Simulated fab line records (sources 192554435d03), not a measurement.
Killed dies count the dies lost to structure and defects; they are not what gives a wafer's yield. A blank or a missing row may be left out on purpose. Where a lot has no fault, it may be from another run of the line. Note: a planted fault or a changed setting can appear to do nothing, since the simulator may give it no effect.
fab line records -- flow n5_finfet
[record] lots = 6, wafers = 16, last_day = 19
route steps=1938 shown DUMMY_REMOVAL@377 HKMG_FIN@385 PASSIVATION@1936
lots that met no fault: from a run of the same line without faults
start_h: the number of hours between the record's first day and the start of the first shown wafer of the lot -- wait_h: time in hours since the lot's previous step -- " repeats the value in the row above -- L1.1+2: a single row standing in for several wafers -- - no value present, or no start provided -- * or withheld: withheld -- < > ~ a bound
route shown NAME@n: a module of which the file shows steps, and the number in the route of the first -- usual: mean/standard deviation of fault-free wafers -- same: alike in all rows -- chamber/n: place in a boat -- sites: each site's reading -- _std_site: their standard deviation -- _edge_site: outer sites' mean less inner sites' -- radius_mm: how far each site lies from the wafer's centre -- mask NAME#n: copy n -- behind: the last tool/chamber to shape the wafer -- hold: what put the lot on hold/how long, in hours/how the hold closed -- device: transistor that didn't switch, given as n, p or np -- end of line: tests run on the same wafers once the route is complete -- step lacking rows: just its recipe -- killed: count of dies lost to structure and defects at first sort (not the wafer's yield) -- map: a wafer's dies, marking killed ones x, the rest . and places with no die _
set.NAME: the setting that was run; set.NAME@STEP: the one run at that earlier step -- model.NAME: the simulator's own value behind a step, which no gauge read
lots at selected steps of the route; one table per step, one row per wafer
services: from which hour (start_h, from the record's first day; less than 0 if before it) a tool's chamber was out of use, for how many hours, and why
[[steps]]
[step N5_DUMMY_REMOVAL_HM_STRIP_01]
[recipe] chemistry = CH3F/O2, material = SiNx, target_depth_a = 40, stop_on = poly-Si, time_s = 6.8, over_etch_frac = 0.3, ion_energy_ev = 60, power_w = 410, bias_w = 29, Ar_flow_sccm = 150, CH3F_flow_sccm = 30, O2_flow_sccm = 20
[step N5_DUMMY_REMOVAL_STRIP_10]
[recipe] chemistry = N2/H2, time_s = 40, power_w = 100, temp_c = 40, pressure_mtorr = 100, rf_frequency_hz = 6e+07, bias_power_w = 3, n2_flow_sccm = 300, h2_flow_sccm = 300
[usual] bias_power_w = 3.000/0.0095, drypump_motor_current_A = 5.6/0.67, oes_product_au = 0.75/0.068, rf_vpp_V = 45.3/0.77, showerhead_plenum_p_Torr = 3.39/0.12, throttle_valve_pct = 12.30/0.2
lot.wafer,tool,chamber,start_h,wait_h,bias_power_w,drypump_motor_current_A,oes_product_au,rf_hours_counter_h,rf_vpp_V,showerhead_plenum_p_Torr,throttle_valve_pct
L127.1,rie_diel-05,0,91.08,0.0,3.001,6.7,0.70,173,44.8,3.21,12.55
L127.3,rie_diel-05,3,91.08,0.0,2.992,4.9,0.65,249,43.8,3.21,12.65
L127.6,rie_diel-05,2,91.08,0.0,3.014,5.3,0.73,-,45.1,3.49,12.25
L129.3,rie_diel-01,2,101.31,0.0,3.006,5.6,0.78,125,45.7,3.36,12.28
L129.4,rie_diel-01,1,101.31,0.0,2.995,5.2,0.70,202,45.7,3.48,12.26
L129.5,rie_diel-01,0,101.31,0.0,2.982,5.0,0.79,-,44.9,3.52,12.38
L134.3,rie_diel-06,1,129.67,0.0,2.998,5.4,0.74,175,44.2,3.35,12.29
L134.5,rie_diel-06,3,129.67,0.0,3.001,5.5,0.75,-,43.8,3.37,12.35
L134.6,rie_diel-06,1,129.67,0.0,2.996,5.4,0.73,-,45.3,3.35,12.29
L140.2,rie_diel-06,0,167.49,0.0,3.008,6.4,0.84,72,44.9,3.56,11.92
L140.4,rie_diel-06,3,167.49,0.0,3.009,5.5,0.73,176,46.4,3.36,12.39
L140.5,rie_diel-06,3,167.49,0.0,3.011,5.4,0.74,-,44.7,3.36,12.38
L144.3,rie_diel-05,1,195.65,0.0,2.998,6.7,0.72,167,45.2,3.22,12.37
L147.2,rie_diel-06,3,218.91,0.0,3.010,5.5,0.72,181,46.1,3.36,12.41
L147.4,rie_diel-06,1,218.91,0.0,2.997,5.4,0.71,195,44.7,3.34,12.33
L147.5,rie_diel-06,0,218.91,0.0,2.995,6.4,0.81,-,45.2,3.55,11.96
[step N5_DUMMY_REMOVAL_PRECLEAN_07]
[recipe] chemistry = dHF, time_s = 30, temp_c = 25, dilution = withheld
[step N5_DUMMY_REMOVAL_DUMMY_REMOVE_02]
[recipe] chemistry = TMAH, temp_c = 70, target = poly-Si, stop_on = SiO2, target_depth_nm = 142, conc_wt_pct = 5, time_s = 57, dry = ipa_marangoni, rinse_time_s = 30, rinse_temp_c = 23
[step N5_DUMMY_REMOVAL_INSPECT_06]
[recipe] inspect_instrument = brightfield, mode = aei
[usual] raw_defect_count = 11/5
lot.wafer,tool,chamber,start_h,wait_h,raw_defect_count
L127.1,defect_inspect-02,-,91.24,0.0,11
L127.3,defect_inspect-02,-,91.24,0.0,12
L127.6,defect_inspect-02,-,91.24,0.0,9
L129.3,defect_inspect-02,-,101.48,0.0,8
L129.4,defect_inspect-02,-,101.48,0.0,13
L129.5,defect_inspect-02,-,101.48,0.0,4
L134.3,defect_inspect-01,-,129.83,0.0,19
L134.5,defect_inspect-01,-,129.83,0.0,16
L134.6,defect_inspect-01,-,129.83,0.0,17
L140.2,defect_inspect-01,-,167.65,0.0,5
L140.4,defect_inspect-01,-,167.65,0.0,14
L140.5,defect_inspect-01,-,167.65,0.0,8
L144.3,defect_inspect-02,-,195.81,0.0,9
L147.2,defect_inspect-02,-,219.08,0.0,3
L147.4,defect_inspect-02,-,219.08,0.0,10
L147.5,defect_inspect-02,-,219.08,0.0,14
[step N5_DUMMY_REMOVAL_PRECLEAN_08]
[recipe] chemistry = NF3:NH3, afs_cycles = 2, temp_c = 30, time_s = 20, sublimation_temp_c = 180, sublimation_time_s = 60, pressure_torr = 3, rf_power_w = 30
[step N5_DUMMY_REMOVAL_PRECLEAN_04]
[recipe] chemistry = DHF, time_s = 37, temp_c = 25, dilution = 500:1
[step N5_DUMMY_REMOVAL_SRD_05]
[recipe] dry = ipa_marangoni, do_ppb = 5, time_s = 30, temp_c = 23, rinse_liquid = diw
[step N5_HKMG_FIN_IL_REGROW_00]
[recipe] material = SiO2, target_thk_a = 7.5, chemistry = O3, temp_c = withheld, time_s = 30
[step N5_HKMG_FIN_HK_ALD_01]
[recipe] material = HfO2, target_thk_a = 16, temp_c = withheld, ald_precursor_family = HfCl4, ald_co_reactant = H2O, pulse_time_s = 3, purge_time_s = 3, co_reactant_purge_time_s = 2.5, co_reactant_pulse_time_s = 0.3, ald_cycles = 30
[step N5_HKMG_FIN_HK_ANNEAL_02]
[recipe] temp_c = 700, time_s = 30, ambient = N2, idle_temp_c = 600, ramp_up_c_per_s = 150, ramp_down_c_per_s = 60, cool_to_c = 600
[usual] lamp_power_pct = 8.80/0.052, lamp_zone_1_pct = 8.798/0.0097, wafer_temp_C_max = 702.9/0.65
lot.wafer,tool,chamber,start_h,wait_h,lamp_power_pct,lamp_zone_1_pct,wafer_temp_C_max
L127.1,rtp_anneal-01,0,91.81,0.1,8.85,8.795,703.0
L127.3,rtp_anneal-01,0,91.81,0.1,8.76,8.796,702.5
L127.6,rtp_anneal-01,0,91.81,0.1,8.79,8.819,703.1
L129.3,rtp_anneal-02,0,102.08,0.2,8.85,8.809,703.9
L129.4,rtp_anneal-02,0,102.08,0.2,8.75,8.803,703.6
L129.5,rtp_anneal-02,0,102.08,0.2,8.78,8.797,702.2
L134.3,rtp_anneal-01,0,130.57,0.3,8.70,8.800,702.2
L134.5,rtp_anneal-01,0,130.57,0.3,8.82,8.798,701.9
L134.6,rtp_anneal-01,0,130.57,0.3,8.77,8.796,703.0
L140.2,rtp_anneal-01,0,168.43,0.2,8.80,8.802,702.6
L140.4,rtp_anneal-01,0,168.43,0.2,8.89,8.798,703.0
L140.5,rtp_anneal-01,0,168.43,0.2,8.74,8.800,703.5
L144.3,rtp_anneal-01,0,196.48,0.2,8.81,8.810,704.8
L147.2,rtp_anneal-01,0,219.76,0.2,8.87,8.809,702.9
L147.4,rtp_anneal-01,0,219.76,0.2,8.85,8.790,702.3
L147.5,rtp_anneal-01,0,219.76,0.2,8.75,8.810,703.9
[step N5_HKMG_FIN_ALD_74]
[recipe] material = La2O3, target_thk_a = 5, temp_c = 250, ald_precursor_family = La-Cp, ald_co_reactant = O3, pulse_time_s = 6, co_reactant_pulse_time_s = 1, purge_time_s = 3, co_reactant_purge_time_s = 3
[usual] heater_power_w = 345/26, precursor_pulse_height_rel = 1.000/0.02
lot.wafer,tool,chamber,start_h,wait_h,heater_power_w,precursor_pulse_height_rel
L127.1,ald_hk-02,3,92.03,0.2,341,1.057
L127.3,ald_hk-02,0,92.03,0.2,367,1.022
L127.6,ald_hk-02,3,92.03,0.2,343,0.996
L129.3,ald_hk-03,1,102.25,0.1,377,1.007
L129.4,ald_hk-03,0,102.25,0.1,373,0.984
L129.5,ald_hk-03,2,102.25,0.1,344,0.994
L134.3,ald_hk-01,1,130.72,0.1,367,0.996
L134.5,ald_hk-01,0,130.72,0.1,319,1.019
L134.6,ald_hk-01,1,130.72,0.1,371,0.970
L140.2,ald_hk-02,3,168.61,0.2,330,0.988
L140.4,ald_hk-02,1,168.61,0.2,320,0.984
L140.5,ald_hk-02,3,168.61,0.2,335,0.994
L144.3,ald_hk-02,3,196.75,0.2,338,1.000
L147.2,ald_hk-01,1,219.96,0.2,376,0.996
L147.4,ald_hk-01,3,219.96,0.2,340,0.956
L147.5,ald_hk-01,3,219.96,0.2,335,1.015
[step N5_HKMG_FIN_ALD_75]
[recipe] material = Al2O3, target_thk_a = 10, temp_c = 150, ald_precursor_family = TMA, ald_co_reactant = H2O, pulse_time_s = withheld, co_reactant_pulse_time_s = 1
[usual] heater_power_w = 149/12, precursor_pulse_height_rel = 1.000/0.019
lot.wafer,tool,chamber,start_h,wait_h,heater_power_w,precursor_pulse_height_rel,model.Al2O3_of_HKMG_FIN_ALD_75.thk_nm
L127.1,ald_hk-02,3,92.11,0.0,145,0.997,1
L127.3,ald_hk-02,0,92.11,0.0,163,1.013,1
L127.6,ald_hk-02,3,92.11,0.0,147,1.012,1
L129.3,ald_hk-03,1,102.32,0.0,162,0.978,1
L129.4,ald_hk-03,0,102.32,0.0,161,1.036,1
L129.5,ald_hk-03,2,102.32,0.0,147,0.996,1
L134.3,ald_hk-01,1,130.80,0.0,160,1.007,1
L134.5,ald_hk-01,0,130.80,0.0,133,1.000,1
L134.6,ald_hk-01,1,130.80,0.0,163,0.983,1
L140.2,ald_hk-02,3,168.69,0.0,146,1.006,1.4
L140.4,ald_hk-02,1,168.69,0.0,138,0.997,1
L140.5,ald_hk-02,3,168.69,0.0,145,1.010,1.4
L144.3,ald_hk-02,3,196.83,0.0,146,0.968,1.4
L147.2,ald_hk-01,1,220.03,0.0,160,1.005,1
L147.4,ald_hk-01,3,220.03,0.0,151,0.992,1
L147.5,ald_hk-01,3,220.03,0.0,147,1.009,1
[step N5_HKMG_FIN_COAT_41]
[recipe] resist = SOC, temp_c = 250, time_s = 60, spin_rpm = 1500, resist_thk_nm = 300
[step N5_HKMG_FIN_COAT_42]
[recipe] resist = SiARC, temp_c = 220, time_s = 60, spin_rpm = 1500, resist_thk_nm = 35
[step N5_HKMG_FIN_COAT_43]
[recipe] resist = CAR-ArF, spin_rpm = 1500, resist_thk_nm = 90
[step N5_HKMG_FIN_EBR_45]
[recipe] solvent = PGMEA, ebr_width_mm = 1.5
[step N5_HKMG_FIN_SOFTBAKE_44]
[recipe] temp_c = 110, time_s = 60, resist = CAR-ArF
[step N5_HKMG_FIN_EXPOSE_46]
[recipe] mask_id = NDIPOLE, na = 1.35, source_shape = conventional, sigma_outer = 0.8, polarization = unpolarized, dose_mj = 40
[step N5_HKMG_FIN_PEB_47]
[recipe] peb_temp_c = withheld, peb_time_s = 60, resist = CAR-ArF
[step N5_HKMG_FIN_DEVELOP_48]
[recipe] develop_time_s = 30, developer = TMAH, resist = CAR-ArF, rinse_liquid = diw, dry = air_spin, dev_temp_c = 23
[step N5_HKMG_FIN_CD_MEAS_49]
[recipe] target_cd_nm = 202, landing_energy_ev = 500, detector = se_inlens, polarity = opening
[usual] cd_nm = 202.3/0.91
lot.wafer,tool,chamber,start_h,wait_h,cd_nm
L127.1,cd_sem-01,0,92.57,-,201.6
L127.3,cd_sem-01,0,92.57,-,200.8
L127.6,cd_sem-01,0,92.57,-,201.7
L129.3,cd_sem-03,0,102.67,-,202.7
L129.4,cd_sem-03,0,102.67,-,201.3
L129.5,cd_sem-03,0,102.67,-,202.1
L134.3,cd_sem-02,0,131.27,-,202.1
L134.5,cd_sem-02,0,131.27,-,202.8
L134.6,cd_sem-02,0,131.27,-,203.1
L140.2,cd_sem-02,0,169.16,-,204.2
L140.4,cd_sem-02,0,169.16,-,203.6
L140.5,cd_sem-02,0,169.16,-,201.7
L144.3,cd_sem-01,0,197.30,-,201.6
L147.2,cd_sem-03,0,220.50,-,200.6
L147.4,cd_sem-03,0,220.50,-,201.0
L147.5,cd_sem-03,0,220.50,-,200.3
[step N5_HKMG_FIN_OVL_MEAS_50]
[recipe] points_per_wafer = 44
[usual] NDIPOLE_OVL = 0.0/0.85
lot.wafer,tool,chamber,start_h,wait_h,NDIPOLE_OVL[nm]
L127.1,overlay-02,0,92.60,0.0,-0.5
L127.3,overlay-02,0,92.60,0.0,-2.1
L127.6,overlay-02,0,92.60,0.0,-1.6
L129.3,overlay-01,0,102.69,0.0,0.1
L129.4,overlay-01,0,102.69,0.0,0.5
L129.5,overlay-01,0,102.69,0.0,0.6
L134.3,overlay-02,0,131.29,0.0,-0.5
L134.5,overlay-02,0,131.29,0.0,-0.3
L134.6,overlay-02,0,131.29,0.0,0.2
L140.2,overlay-02,0,169.19,0.0,0.7
L140.4,overlay-02,0,169.19,0.0,-0.4
L140.5,overlay-02,0,169.19,0.0,0.1
L144.3,overlay-01,0,197.32,0.0,-0.7
L147.2,overlay-01,0,220.53,0.0,-1.0
L147.4,overlay-01,0,220.53,0.0,-1.0
L147.5,overlay-01,0,220.53,0.0,0.5
[step N5_HKMG_FIN_INSPECT_61]
[recipe] mode = adi, inspect_instrument = macro
[usual] raw_defect_count = 2.1/1.5
lot.wafer,tool,chamber,start_h,wait_h,raw_defect_count
L127.1,defect_inspect-01,-,92.62,0.0,3
L127.3,defect_inspect-01,-,92.62,0.0,2
L127.6,defect_inspect-01,-,92.62,0.0,1
L129.3,defect_inspect-02,-,102.72,0.0,1
L129.4,defect_inspect-02,-,102.72,0.0,5
L129.5,defect_inspect-02,-,102.72,0.0,1
L134.3,defect_inspect-02,-,131.32,0.0,0
L134.5,defect_inspect-02,-,131.32,0.0,1
L134.6,defect_inspect-02,-,131.32,0.0,2
L140.2,defect_inspect-01,-,169.22,0.0,3
L140.4,defect_inspect-01,-,169.22,0.0,3
L140.5,defect_inspect-01,-,169.22,0.0,4
L144.3,defect_inspect-02,-,197.35,0.0,6
L147.2,defect_inspect-01,-,220.55,0.0,2
L147.4,defect_inspect-01,-,220.55,0.0,2
L147.5,defect_inspect-01,-,220.55,0.0,2
[step N5_HKMG_FIN_DESCUM_53]
[recipe] chemistry = O2, time_s = 7.9, source_power_w = 50, bias_power_w = 20, pressure_mtorr = 20, rf_frequency_hz = 2.712e+07, temp_c = 40, resist = CAR-ArF, o2_flow_sccm = 225
[usual] bias_power_w = 20.00/0.061, drypump_motor_current_A = 5.9/0.44, oes_product_au = 0.82/0.094, rf_vpp_V = 243.1/1.6, showerhead_plenum_p_Torr = 2.09/0.082, throttle_valve_pct = 20.40/0.22
lot.wafer,tool,chamber,start_h,wait_h,bias_power_w,drypump_motor_current_A,oes_product_au,rf_hours_counter_h,rf_vpp_V,showerhead_plenum_p_Torr,throttle_valve_pct
L127.1,rie_diel-03,3,92.66,0.0,20.04,5.4,0.94,6,245.3,2.23,20.06
L127.3,rie_diel-03,1,92.66,0.0,20.08,5.8,0.92,19,244.8,2.13,20.54
L127.6,rie_diel-03,3,92.66,0.0,19.96,5.4,0.93,-,244.4,2.23,20.07
L129.3,rie_diel-02,1,103.00,0.3,20.01,6.2,0.70,240,241.3,1.98,20.56
L129.4,rie_diel-02,3,103.00,0.3,19.98,6.3,0.96,13,244.0,2.13,20.33
L129.5,rie_diel-02,1,103.00,0.3,19.98,6.2,0.69,-,241.1,1.98,20.56
L134.3,rie_diel-02,3,131.35,0.0,19.99,6.4,0.92,24,244.2,2.13,20.35
L134.5,rie_diel-02,0,131.35,0.0,20.03,6.4,0.74,-,241.6,2.01,20.55
L134.6,rie_diel-02,3,131.35,0.0,20.06,6.4,0.93,-,244.7,2.13,20.33
L140.2,rie_diel-02,0,170.38,1.2,20.08,6.4,0.74,175,241.8,2.00,20.56
L140.4,rie_diel-02,0,170.38,1.2,20.02,6.4,0.74,-,241.0,2.00,20.56
L140.5,rie_diel-02,3,170.38,1.2,20.03,6.3,0.89,-,242.1,2.12,20.37
L144.3,rie_diel-04,2,197.38,0.0,20.02,6.3,0.71,208,241.8,1.99,20.86
L147.2,rie_diel-04,3,220.69,0.1,20.01,5.3,0.87,44,241.9,2.04,20.13
L147.4,rie_diel-04,0,220.69,0.1,20.09,6.3,0.92,25,242.4,2.07,20.24
L147.5,rie_diel-04,2,220.69,0.1,19.90,6.3,0.71,-,239.0,1.98,20.89
[step N5_HKMG_FIN_ETCH_54]
[recipe] chemistry = CF4, target = SiARC, target_depth_a = 455, mask_material = CAR-ArF, time_s = 75.8, ion_energy_ev = 80, pressure_mtorr = 40, source_w = 545, bias_w = 36, Ar_flow_sccm = 100, cf4_flow_sccm = 100, ends = cleared
[step N5_HKMG_FIN_ETCH_55]
[recipe] chemistry = N2/H2, target = SOC, target_depth_a = 2400, temp_c = 40, time_s = 300, ion_energy_ev = 200, mask_material = SiARC, pressure_mtorr = 30, source_w = 840, bias_w = 150, n2_flow_sccm = 200, h2_flow_sccm = 200
[step N5_HKMG_FIN_STRIP_56]
[recipe] chemistry = N2/H2, temp_c = 40, n2_flow_sccm = 200, h2_flow_sccm = 200, rf_frequency_hz = 6e+07
[step N5_HKMG_FIN_STRIP_57]
[recipe] chemistry = CF4, resist = SiARC, power_w = 300, bias_power_w = 75, pressure_mtorr = 50, cf4_flow_sccm = 150, rf_frequency_hz = 6e+07
[step N5_HKMG_FIN_ETCH_58]
[recipe] chemistry = N2/H2, target = SOC, target_depth_a = 2158, ion_energy_ev = 50, bias_w = 13, time_s = 741, pressure_mtorr = 30, source_w = 875, n2_flow_sccm = 200, h2_flow_sccm = 200
[step N5_HKMG_FIN_STRIP_93]
[recipe] chemistry = N2/H2, material = SOC, time_s = 20, power_w = 500, temp_c = 40, pressure_mtorr = 50, rf_frequency_hz = 6e+07, bias_power_w = 8, h2_frac = 0.5, n2_flow_sccm = 300, h2_flow_sccm = 300
[step N5_HKMG_FIN_WET_ETCH_76]
[recipe] chemistry = dNH4OH, mix = 1:50, temp_c = 25, target = Al2O3, stop_on = La2O3, target_depth_nm = 2.25, dry = ipa_marangoni, rinse_time_s = 30, rinse_temp_c = 23
[step N5_HKMG_FIN_STRIP_60]
[recipe] chemistry = N2/H2, power_w = 2500, temp_c = 300, h2_frac = 0.65, time_s = 360, pressure_mtorr = withheld, n2_flow_sccm = 1750, h2_flow_sccm = 3250
[usual] drypump_motor_current_A = 5.6/0.45, heater_power_w = 495/16
lot.wafer,tool,chamber,start_h,wait_h,drypump_motor_current_A,heater_power_w,rf_hours_counter_h
L127.1,plasma_asher-02,0,93.54,0.0,5.3,509,88
L127.3,plasma_asher-02,0,93.54,0.0,5.3,508,-
L127.6,plasma_asher-02,1,93.54,0.0,6.1,493,-
L129.3,plasma_asher-02,0,104.01,0.1,5.3,507,-
L129.4,plasma_asher-02,1,104.01,0.1,6.1,498,-
L129.5,plasma_asher-02,0,104.01,0.1,5.2,495,-
L134.3,plasma_asher-02,1,132.35,0.1,6.1,503,-
L134.5,plasma_asher-02,1,132.35,0.1,6.1,513,-
L134.6,plasma_asher-02,0,132.35,0.1,5.3,504,-
L140.2,plasma_asher-01,0,171.29,0.0,5.0,496,52
L140.4,plasma_asher-01,0,171.29,0.0,5.0,500,-
L140.5,plasma_asher-01,1,171.29,0.0,5.8,462,-
L144.3,plasma_asher-01,1,198.38,0.1,5.8,468,-
L147.2,plasma_asher-01,1,221.57,0.0,5.8,470,64
L147.4,plasma_asher-01,0,221.57,0.0,5.0,504,-
L147.5,plasma_asher-01,1,221.57,0.0,5.8,465,-
[step N5_HKMG_FIN_WET_ETCH_77]
[recipe] chemistry = dHCl, mix = 1:10000, temp_c = 25, target = La2O3, stop_on = HfO2, target_depth_nm = 2
lot.wafer,tool,chamber,start_h,wait_h,model.Al2O3_of_HKMG_FIN_ALD_75.thk_nm
L127.1+3+6,wet_bench-06,"4,1,0",93.92,0.3,1
L129.3+4+5,wet_bench-06,"3,4,5",104.27,0.1,1
L134.3+5+6,wet_bench-05,"7,2,5",132.62,0.1,1
L140.2+5,wet_bench-03,"6,0",171.68,0.3,1.4
L140.4,wet_bench-03,1,171.68,0.3,1
L144.3,wet_bench-06,5,198.65,0.1,1.4
L147.2+4+5,wet_bench-05,"6,4,7",221.96,0.3,1
[step N5_HKMG_FIN_WET_ETCH_78]
[recipe] chemistry = dNH4OH, mix = 1:50, temp_c = 25, target = Al2O3, stop_on = La2O3, target_depth_nm = 4.5, dry = ipa_marangoni, rinse_time_s = 30, rinse_temp_c = 23
[step N5_PASSIVATION_PROBE_49]
[usual] defect_limited_yield = 91.0/1.5, killed_at_M0_to_M3 = 32/9.6, killed_at_M4_up = 13/4.7, killed_at_contacts = 13/7.2, killed_at_front_end = 44/13, killed_at_other = 4/3.4, killed_dies = 106/18, killed_open = 70/13, killed_short = 35/8, sort_bin_5_function = 5.3/0.97, sort_bin_6_memory = 3.4/0.73, sort_n_pass = 1074/18, sort_yield_pct = 91.0/1.5
[same] gross_dies = 1180, killed_at_back_side = 0, sort_bin_4_leakage[%] = 0, sort_bin_8_speed[%] = 0
lot.wafer,tool,chamber,start_h,wait_h,defect_limited_yield[%],killed_at_M0_to_M3,killed_at_M4_up,killed_at_contacts,killed_at_front_end,killed_at_other,killed_dies,killed_open,killed_short,sort_bin_5_function[%],sort_bin_6_memory[%],sort_n_pass,sort_yield_pct[%]
L127.1,prober-02,-,260.77,0.0,90.1,30,20,11,49,7,117,69,45,6.0,3.5,1063,90.1
L127.3,prober-02,-,260.87,0.1,89.7,32,15,5,58,11,121,64,53,6.4,3.2,1059,89.7
L127.6,prober-02,-,261.02,0.3,90.8,35,21,10,38,5,109,72,37,5.6,3.4,1071,90.8
L134.3,prober-02,-,296.33,0.4,91.3,36,14,17,32,4,103,68,33,5.8,2.6,1077,91.3
L134.5,prober-02,-,296.43,0.5,92.4,25,14,10,40,1,90,61,29,3.9,3.3,1090,92.4
L134.6,prober-02,-,296.48,0.5,92.1,33,6,13,40,1,93,59,30,4.4,2.7,1087,92.1
// killed by level:class
L127.1 BEOL_M4:geometric_particle:open=13 FIN_SAQP:geometric_particle:open=11 MOL_CONTACT_COAG:geometric_particle:open=11 BEOL_M0_SAQP:geometric_particle:short=9 BEOL_M3:geometric_particle:short=8 GATE_CUT:geometric_particle:short=7 FIN_SAQP:geometric_particle:short=6 ILD0:geometric_particle:open=5
L127.3 FIN_SAQP:geometric_particle:short=18 BEOL_M0_SAQP:geometric_particle:open=11 FIN_SAQP:geometric_particle:open=9 BEOL_M3:geometric_particle:short=6 GATE_CUT:geometric_particle:short=5 BEOL_M0_SAQP:geometric_particle:short=5 BEOL_M3:geometric_particle:open=5 MIM_TOP:geometric_particle:short=5
L127.6 BEOL_M4:geometric_particle:open=11 GATE_CUT:geometric_particle:short=8 MOL_CONTACT_COAG:geometric_particle:open=8 BEOL_M0_SAQP:geometric_particle:open=7 FIN_SAQP:geometric_particle:short=7 BEOL_M2:geometric_particle:open=7 FIN_SAQP:geometric_particle:open=6 BEOL_M3:geometric_particle:short=6
L134.3 MOL_CONTACT_COAG:geometric_particle:open=16 BEOL_M0_SAQP:geometric_particle:short=11 FIN_SAQP:geometric_particle:open=9 FIN_SAQP:geometric_particle:short=9 BEOL_M4:geometric_particle:open=9 BEOL_M0_SAQP:geometric_particle:open=8 BEOL_M3:geometric_particle:open=8 BEOL_M1:geometric_particle:open=5
L134.5 DUMMY_GATE:geometric_particle:open=8 FIN_SAQP:geometric_particle:open=7 FIN_SAQP:geometric_particle:short=7 MOL_CONTACT_COAG:geometric_particle:open=7 STARTING-WAFER:geometric_particle:open=6 BEOL_M4:geometric_particle:open=5 BEOL_M0_SAQP:geometric_particle:open=4 BEOL_M0_SAQP:geometric_particle:short=4
L134.6 MOL_CONTACT_COAG:geometric_particle:open=12 FIN_SAQP:geometric_particle:open=7 STI_FIN_REVEAL:geometric_particle:open=7 BEOL_M3:geometric_particle:open=7 FIN_SAQP:geometric_particle:short=6 BEOL_M2:geometric_particle:open=6 BEOL_M1:geometric_particle:open=5 BEOL_M0_SAQP:geometric_particle:short=4
[[services]]
tool,chamber,start_h,hours,kind
rie_diel-06,-,78.44,14.6,pm
wet_bench-05,-,94.36,3.3,repair
rie_diel-04,1,98.25,7.9,repair
ald_hk-03,-,100.16,0.8,repair
rie_diel-04,-,101.94,0.2,repair
rie_diel-03,2,103.38,6.4,repair
rie_diel-03,0,107.48,11.9,repair
rie_diel-04,0,111.02,1.2,repair
plasma_asher-01,-,121.47,0.7,repair
rie_diel-06,2,128.02,-,clean
rie_diel-06,2,128.02,-,consumable_replace:focus_ring
rie_diel-06,2,128.02,22.3,scheduled_down
rie_diel-06,2,128.02,22.3,vent_cycle
plasma_asher-01,-,129.22,2.8,pm
rie_diel-02,1,132.22,-,clean
rie_diel-02,1,132.22,-,consumable_replace:focus_ring
rie_diel-02,1,132.22,-,consumable_replace:showerhead
rie_diel-02,1,162.01,21.4,repair
rie_diel-05,2,167.42,14.2,repair
rie_diel-06,-,168.33,28.1,pm
rie_diel-02,3,179.16,26.0,repair
rie_diel-04,-,181.13,14.6,pm
ald_hk-02,-,209.59,3.2,repair
ald_hk-02,-,217.95,6.0,pm
[[key]]
first_sign none at tools or gauges
[model_effect] step = N5_HKMG_FIN_ALD_75, value = Al2O3_of_HKMG_FIN_ALD_75.thk_nm, without = 1, struck = 1.4
[model_effect] step = N5_HKMG_FIN_WET_ETCH_77, value = Al2O3_of_HKMG_FIN_ALD_75.thk_nm, without = 1, struck = 1.4
met_at N5_HKMG_FIN_ALD_75
struck_wafers L140.2,L140.5,L144.3
rows_end L144.3
onset_between 92.11 168.69
[fault] kind = process_parameter_drift, tool = ald_hk-02, chamber = 3, onset_h = 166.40, steps = N5_HKMG_FIN_ALD_75, channel = target_thk_a, offset = *, shape = step, acts_in = *, stated = *
// rows_end: these wafers met a further fault down the route, and their rows from its step on are left out
